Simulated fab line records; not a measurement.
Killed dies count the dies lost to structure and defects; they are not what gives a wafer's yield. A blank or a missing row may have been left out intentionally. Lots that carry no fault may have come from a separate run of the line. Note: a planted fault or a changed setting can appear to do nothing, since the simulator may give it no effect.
What tool caused it? :: flow n5Finfet :: 15 lots with 45 wafers sampled at 4 steps, on a route of 1938 steps

== WHAT THE GAUGES SHOWED, per wafer ==
N5_PASSIVATION_OVL_MEAS_60.
lot: L134
measured: day 15 00:05
on: overlay-01
TV_OVL (nm): -7 -6 -6

lot: L135
measured: day 15 01:53
on: overlay-01
TV_OVL (nm): -8 -6 -9

lot: L131
measured: day 15 13:13
on: overlay-01
TV_OVL (nm): -6 -10 -8

lot: L137
measured: day 15 17:16
on: overlay-01
TV_OVL (nm): 1 -2 -7

lot: L139
measured: day 15 17:28
on: overlay-02
TV_OVL (nm): -4 -6 -6

lot: L138
measured: day 16 05:11
on: overlay-01
TV_OVL (nm): -7 -5 1

lot: L140
measured: day 16 23:01
on: overlay-02
TV_OVL (nm): -5 -2 -5

lot: L141
measured: day 17 04:55
on: overlay-02
TV_OVL (nm): -1 -3 0

lot: L144
measured: day 17 17:34
on: overlay-02
TV_OVL (nm): -15 -16 -17

lot: L150
measured: day 17 23:11
on: overlay-01
TV_OVL (nm): -12 -5 -18

lot: L147
measured: day 17 23:28
on: overlay-02
TV_OVL (nm): -5 -10 -5

lot: L146
measured: day 18 07:44
on: overlay-02
TV_OVL (nm): -10 -3 -8

lot: L151
measured: day 19 21:06
on: overlay-02
TV_OVL (nm): -8 -5 -11

lot: L152
measured: day 20 00:35
on: overlay-02
TV_OVL (nm): -7 -2 -2

lot: L153
measured: day 20 13:08
on: overlay-02
TV_OVL (nm): -1 5 -2

N5_PASSIVATION_OVL_MEAS_63.
lot: L134
measured: day 15 01:29
on: overlay-02
PAD_OVL (nm): 3 3 7

lot: L135
measured: day 15 04:07
on: overlay-01
PAD_OVL (nm): 6 8 4

lot: L131
measured: day 15 14:50
on: overlay-02
PAD_OVL (nm): -2 7 6

lot: L137
measured: day 15 18:47
on: overlay-02
PAD_OVL (nm): 5 6 8

lot: L139
measured: day 15 19:15
on: overlay-02
PAD_OVL (nm): 3 7 8

lot: L138
measured: day 16 07:10
on: overlay-02
PAD_OVL (nm): -1 0 0

lot: L140
measured: day 17 00:56
on: overlay-02
PAD_OVL (nm): - - -

lot: L141
measured: day 17 07:21
on: overlay-01
PAD_OVL (nm): - - -

lot: L144
measured: day 17 19:22
on: overlay-01
PAD_OVL (nm): - - -

lot: L150
measured: day 18 00:59
on: overlay-01
PAD_OVL (nm): -4 3 1

lot: L147
measured: day 18 01:20
on: overlay-02
PAD_OVL (nm): 2 0 5

lot: L146
measured: day 18 09:10
on: overlay-01
PAD_OVL (nm): -7 -2 -3

lot: L151
measured: day 19 23:10
on: overlay-02
PAD_OVL (nm): 3 14 5

lot: L152
measured: day 20 02:34
on: overlay-01
PAD_OVL (nm): 11 1 -4

lot: L153
measured: day 20 14:47
on: overlay-01
PAD_OVL (nm): 5 -2 1

== WHAT TOOL EACH LOT RAN ON (gives the tool, then ch and the chambers of the sampled wafers, and finally the start) ==
lot: L134
N5_PASSIVATION_ETCH_15: rieDiel-01 ch 0,2,3, day 15 01:20 or earlier
N5_PASSIVATION_PEB_28: lithoTrack-05 ch 0, day 15 01:20

lot: L135
N5_PASSIVATION_ETCH_15: rieDiel-01 ch 0,1, day 15 03:58 or earlier
N5_PASSIVATION_PEB_28: lithoTrack-05 ch 0, day 15 03:58

lot: L131
N5_PASSIVATION_ETCH_15: rieDiel-05 ch 1,3, day 15 14:41 or earlier
N5_PASSIVATION_PEB_28: lithoTrack-01 ch 0, day 15 14:41

lot: L137
N5_PASSIVATION_ETCH_15: rieDiel-04 ch 0,1, day 15 18:38 or earlier
N5_PASSIVATION_PEB_28: lithoTrack-02 ch 0, day 15 18:38

lot: L139
N5_PASSIVATION_ETCH_15: rieDiel-01 ch 2,3, day 15 19:06 or earlier
N5_PASSIVATION_PEB_28: lithoTrack-05 ch 0, day 15 19:06

lot: L138
N5_PASSIVATION_ETCH_15: rieDiel-04 ch 0,3, day 16 07:01 or earlier
N5_PASSIVATION_PEB_28: lithoTrack-01 ch 0, day 16 07:01

lot: L140
N5_PASSIVATION_ETCH_15: rieDiel-05 ch 0,1, day 17 00:47 or earlier
N5_PASSIVATION_PEB_28: lithoTrack-05, day 17 00:47

lot: L141
N5_PASSIVATION_ETCH_15: rieDiel-05 ch 0,1, day 17 07:12 or earlier
N5_PASSIVATION_PEB_28: lithoTrack-05, day 17 07:12

lot: L144
N5_PASSIVATION_ETCH_15: rieDiel-05 ch 1,2,3, day 17 19:14 or earlier
N5_PASSIVATION_PEB_28: lithoTrack-05, day 17 19:14

lot: L150
N5_PASSIVATION_ETCH_15: rieDiel-01 ch 1,2, day 18 00:50 or earlier
N5_PASSIVATION_PEB_28: lithoTrack-02 ch 0, day 18 00:50

lot: L147
N5_PASSIVATION_ETCH_15: rieDiel-04 ch 1,3, day 18 01:11 or earlier
N5_PASSIVATION_PEB_28: lithoTrack-05 ch 0, day 18 01:11

lot: L146
N5_PASSIVATION_ETCH_15: rieDiel-01 ch 0,2, day 18 09:01 or earlier
N5_PASSIVATION_PEB_28: lithoTrack-02 ch 0, day 18 09:01

lot: L151
N5_PASSIVATION_ETCH_15: rieDiel-04 ch 0,1,3, day 19 23:01 or earlier
N5_PASSIVATION_PEB_28: lithoTrack-02 ch 0, day 19 23:01

lot: L152
N5_PASSIVATION_ETCH_15: rieDiel-05 ch 1,2, day 20 02:25 or earlier
N5_PASSIVATION_PEB_28: lithoTrack-01 ch 0, day 20 02:25

lot: L153
N5_PASSIVATION_ETCH_15: rieDiel-01 ch 1,3, day 20 14:38 or earlier
N5_PASSIVATION_PEB_28: lithoTrack-05 ch 0, day 20 14:38
- N5_PASSIVATION_ETCH_15: etches SiCN in CF4/N2, target depth 75 nm, time 81.2 s.
- N5_PASSIVATION_PEB_28

== WHAT THE TOOLS THEMSELVES READ (means of the sampled wafers that have a number; where no wafer has one, the mark that the record gives instead) ==
N5_PASSIVATION_ETCH_15.
lot: L134
tool: rieDiel-01
biasW (W): 69.91
drypumpMotorCurrentA (A): 5.8
oesProductAu (a.u.): 0.84
rfVppV (V): 382.3
showerheadPlenumPTorr (Torr): 2.22
throttleValvePct (%): 15.48

lot: L135
tool: rieDiel-01
biasW (W): 70.12
drypumpMotorCurrentA (A): 6.1
oesProductAu (a.u.): 0.75
rfVppV (V): 383.2
showerheadPlenumPTorr (Torr): 2.25
throttleValvePct (%): 15.50

lot: L131
tool: rieDiel-05
biasW (W): 69.95
drypumpMotorCurrentA (A): 5.6
oesProductAu (a.u.): 0.82
rfVppV (V): 383.2
showerheadPlenumPTorr (Torr): 2.26
throttleValvePct (%): 15.57

lot: L137
tool: rieDiel-04
biasW (W): 70.20
drypumpMotorCurrentA (A): 5.8
oesProductAu (a.u.): 0.85
rfVppV (V): 380.6
showerheadPlenumPTorr (Torr): 2.16
throttleValvePct (%): 15.40

lot: L139
tool: rieDiel-01
biasW (W): 69.74
drypumpMotorCurrentA (A): 5.5
oesProductAu (a.u.): 0.81
rfVppV (V): 382.1
showerheadPlenumPTorr (Torr): 2.20
throttleValvePct (%): 15.41

lot: L138
tool: rieDiel-04
biasW (W): 70.01
drypumpMotorCurrentA (A): 5.8
oesProductAu (a.u.): 0.93
rfVppV (V): 381.8
showerheadPlenumPTorr (Torr): 2.18
throttleValvePct (%): 15.46

lot: L140
tool: rieDiel-05
biasW (W): 69.95
drypumpMotorCurrentA (A): 5.1
oesProductAu (a.u.): 0.94
rfVppV (V): 384.0
showerheadPlenumPTorr (Torr): 2.28
throttleValvePct (%): 15.41

lot: L141
tool: rieDiel-05
biasW (W): 70.07
drypumpMotorCurrentA (A): 5.5
oesProductAu (a.u.): 0.87
rfVppV (V): 384.3
showerheadPlenumPTorr (Torr): 2.29
throttleValvePct (%): 15.56

lot: L144
tool: rieDiel-05
biasW (W): 70.27
drypumpMotorCurrentA (A): 5.5
oesProductAu (a.u.): 0.78
rfVppV (V): 381.8
showerheadPlenumPTorr (Torr): 2.18
throttleValvePct (%): 15.57

lot: L150
tool: rieDiel-01
biasW (W): 70.06
drypumpMotorCurrentA (A): 5.8
oesProductAu (a.u.): 0.91
rfVppV (V): 383.0
showerheadPlenumPTorr (Torr): 2.24
throttleValvePct (%): 15.13

lot: L147
tool: rieDiel-04
biasW (W): 69.94
drypumpMotorCurrentA (A): 5.8
oesProductAu (a.u.): 0.88
rfVppV (V): 381.9
showerheadPlenumPTorr (Torr): 2.16
throttleValvePct (%): 15.53

lot: L146
tool: rieDiel-01
biasW (W): 70.09
drypumpMotorCurrentA (A): 5.8
oesProductAu (a.u.): 0.82
rfVppV (V): 383.0
showerheadPlenumPTorr (Torr): 2.24
throttleValvePct (%): 15.54

lot: L151
tool: rieDiel-04
biasW (W): 70.10
drypumpMotorCurrentA (A): 5.8
oesProductAu (a.u.): 0.84
rfVppV (V): 380.2
showerheadPlenumPTorr (Torr): 2.15
throttleValvePct (%): 15.52

lot: L152
tool: rieDiel-05
biasW (W): 69.92
drypumpMotorCurrentA (A): 5.8
oesProductAu (a.u.): 0.76
rfVppV (V): 381.9
showerheadPlenumPTorr (Torr): 2.23
throttleValvePct (%): 15.73

lot: L153
tool: rieDiel-01
biasW (W): 69.83
drypumpMotorCurrentA (A): 6.2
oesProductAu (a.u.): 0.82
rfVppV (V): 381.5
showerheadPlenumPTorr (Torr): 2.17
throttleValvePct (%): 15.40

N5_PASSIVATION_PEB_28.
lot: L134
tool: lithoTrack-05
exhaustPa (Pa): 46.6

lot: L135
tool: lithoTrack-05
exhaustPa (Pa): 44.7

lot: L131
tool: lithoTrack-01
exhaustPa (Pa): 44.9

lot: L137
tool: lithoTrack-02
exhaustPa (Pa): 43.9

lot: L139
tool: lithoTrack-05
exhaustPa (Pa): 45.1

lot: L138
tool: lithoTrack-01
exhaustPa (Pa): 45.7

lot: L140
tool: lithoTrack-05
exhaustPa (Pa): -

lot: L141
tool: lithoTrack-05
exhaustPa (Pa): -

lot: L144
tool: lithoTrack-05
exhaustPa (Pa): -

lot: L150
tool: lithoTrack-02
exhaustPa (Pa): 44.4

lot: L147
tool: lithoTrack-05
exhaustPa (Pa): 44.0

lot: L146
tool: lithoTrack-02
exhaustPa (Pa): 45.5

lot: L151
tool: lithoTrack-02
exhaustPa (Pa): 45.4

lot: L152
tool: lithoTrack-01
exhaustPa (Pa): 45.1

lot: L153
tool: lithoTrack-05
exhaustPa (Pa): 44.4

== THE ANSWER, worked out from the rows above alone ==
Rule: usual is defined by the lots themselves. Put in order of their means at a reading, lots are off if they are a third of the lots or fewer, leave a main group of 4 or more, and stand apart from it by a gap of 3 or more times the standard deviation of the main group's means; of several such gaps the widest counts. A main group is skipped when, at the precision printed for the reading in the tables above, its means are all equal. A lot without any number at a reading at which 4 lots or more have one is off too. Where the step has rows for the other lots, those lots are counted as sound. First the gauges in route order, then the tools' own readings, where a lot's mean is used as printed above. The first step at which some lot is off is used, and at that step the reading that is off furthest; a lot without a number counts as furthest.
Off: at N5_PASSIVATION_OVL_MEAS_63 (PAD_OVL), L140, L141, L144. Without a number there: L140, L141, L144. Main group: mean 3 nm, sd 3.2.
If a tool, at a process step before that reading, ran all the lots that are off and no sound lot after the first of them, it fits. The gauges at N5_PASSIVATION_OVL_MEAS_63 aren't tried: what is off there is off at N5_PASSIVATION_PEB_28 too, on other tools, and a gauge's error can't cause that. Because N5_PASSIVATION_ETCH_15 lacks a start for some lots, the hours and order of its lots are taken from N5_PASSIVATION_PEB_28. None of those tried fits.

== WHAT WAS PUT IN BY THE SIMULATOR ==
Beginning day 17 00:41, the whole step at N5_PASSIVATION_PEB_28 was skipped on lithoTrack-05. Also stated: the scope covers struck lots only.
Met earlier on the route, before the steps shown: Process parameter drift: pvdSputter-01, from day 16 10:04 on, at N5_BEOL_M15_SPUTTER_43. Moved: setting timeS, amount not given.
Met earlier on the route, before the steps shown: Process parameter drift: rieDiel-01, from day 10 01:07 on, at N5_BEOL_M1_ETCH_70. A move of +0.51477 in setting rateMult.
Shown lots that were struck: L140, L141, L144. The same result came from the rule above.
